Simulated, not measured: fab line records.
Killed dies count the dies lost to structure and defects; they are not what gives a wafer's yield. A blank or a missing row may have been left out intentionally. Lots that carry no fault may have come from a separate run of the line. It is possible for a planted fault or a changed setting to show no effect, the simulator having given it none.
Lot-split experiment | flow n5Finfet | on a route of 1938 steps: 7 lots, 21 wafers read

== THE SPLIT ITSELF ==
At N5_MIM_TOP_ALD_01 (deposits HfO2, target thk 5.6 nm, pulse time 1 s, purge time 3 s), the setting aldCycles was moved away from the recipe's 62 on 8 of the 21 wafers read, by -9.7% to +14.5%. The other wafers ran this setting at the recipe's value.

Reading taken at the split's own step.

== THE READING ==
HfO2_of_MIM_TOP_ALD_01.thkNm (the simulator's own value, which no gauge read), in nm, at N5_MIM_TOP_ALD_01 (deposits HfO2, target thk 5.6 nm, pulse time 1 s, purge time 3 s). The file gives no usual value for it.

wafer  | tool, chamber at the split | aldCycles as run | against the recipe | HfO2_of_MIM_TOP_ALD_01.thkNm, nm | against lot-mates on the recipe
L075.1 | aldHk-01, 0                | 62               | recipe             | 5.6                              | -
L075.3 | aldHk-01, 1,2              | 56               | -9.7%              | 5                                | -0.6
L075.4 | aldHk-01, 1,2              | 56               | -9.7%              | 5                                | -0.6
L084.3 | aldHk-03, 3,0,3            | 62               | recipe             | 5.6                              | -
L084.4 | aldHk-03, 3,0,3            | 62               | recipe             | 5.6                              | -
L084.6 | aldHk-03, 3,0,3            | 62               | recipe             | 5.6                              | -
L083.1 | aldHk-01, 0                | 62               | recipe             | 5.6                              | -
L083.2 | aldHk-01, 3,2              | 70               | +12.9%             | 6.4                              | +0.8
L083.6 | aldHk-01, 3,2              | 70               | +12.9%             | 6.4                              | +0.8
L089.1 | aldHk-02, 0                | 70               | +12.9%             | 6.4                              | +0.8
L089.2 | aldHk-02, 2,3              | 62               | recipe             | 5.6                              | -
L089.4 | aldHk-02, 2,3              | 62               | recipe             | 5.6                              | -
L091.4 | aldHk-01, 0                | 62               | recipe             | 5.6                              | -
L091.5 | aldHk-01, 2,1              | 71               | +14.5%             | 6.4                              | +0.8
L091.6 | aldHk-01, 2,1              | 71               | +14.5%             | 6.4                              | +0.8
L095.3 | aldHk-01, 1,3              | 62               | recipe             | 5.6                              | -
L095.4 | aldHk-01, 1,3              | 62               | recipe             | 5.6                              | -
L095.5 | aldHk-01, 3                | 69               | +11.3%             | 6.2                              | +0.6
L097.2 | aldHk-02, 3,1,3            | 62               | recipe             | 5.6                              | -
L097.4 | aldHk-02, 3,1,3            | 62               | recipe             | 5.6                              | -
L097.5 | aldHk-02, 3,1,3            | 62               | recipe             | 5.6                              | -
The file does not say which wafer passed through which chamber wherever a row lists several chambers: such a row stands for several wafers.

FIT RESULTS
A straight line over all 21 wafers: HfO2_of_MIM_TOP_ALD_01.thkNm changes by +0.059 nm for each +1% of aldCycles; r = +1.00; the points scatter about the line by 0.029 nm.
The same after taking each lot's own level away (the mean of its wafers on the recipe; 21 wafers): +0.059 nm for each +1%; r = +1.00; scatter 0.029 nm.
According to that fit, moving aldCycles by its largest amount changes the reading by 0.86 nm.
The lots' own levels span 5.60 to 5.60 nm.
The two slopes are in agreement: the lot-to-lot level therefore moves the slope only a little.
Check: for one of the wafers moved furthest among these (+14.5%), held out of the fit, the line's prediction against its lot-mates is +0.862 nm. Against them it came out at +0.8 nm.

== ADDITIONAL SPLITS CARRIED BY THESE WAFERS ==
Note: prior to the reading, these wafers also went through further splits. Each is held against what the fit with the lots' levels taken away leaves over:
other split on the same wafers   | wafers away from the commonest value | r with HfO2_of_MIM_TOP_ALD_01.thkNm (lot level and that fit taken away)
N5_BEOL_M12_TRENCH_ETCH_34 timeS | 9                                    | +0.12
N5_BEOL_M13_CMP_49 downForcePsi  | 7                                    | -0.41
N5_BEOL_M14_ILD_DEP_00 tempC     | 7                                    | -0.04
N5_BEOL_M15_COAT_22 spinRpm      | 6                                    | +0.07
N5_BEOL_M15_EXPOSE_25 doseMj     | 2                                    | +0.07

== FILE'S OWN FIT ==
HfO2_of_MIM_TOP_ALD_01.thkNm changes by +0.0586 nm for each +1% of aldCycles, r = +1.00.
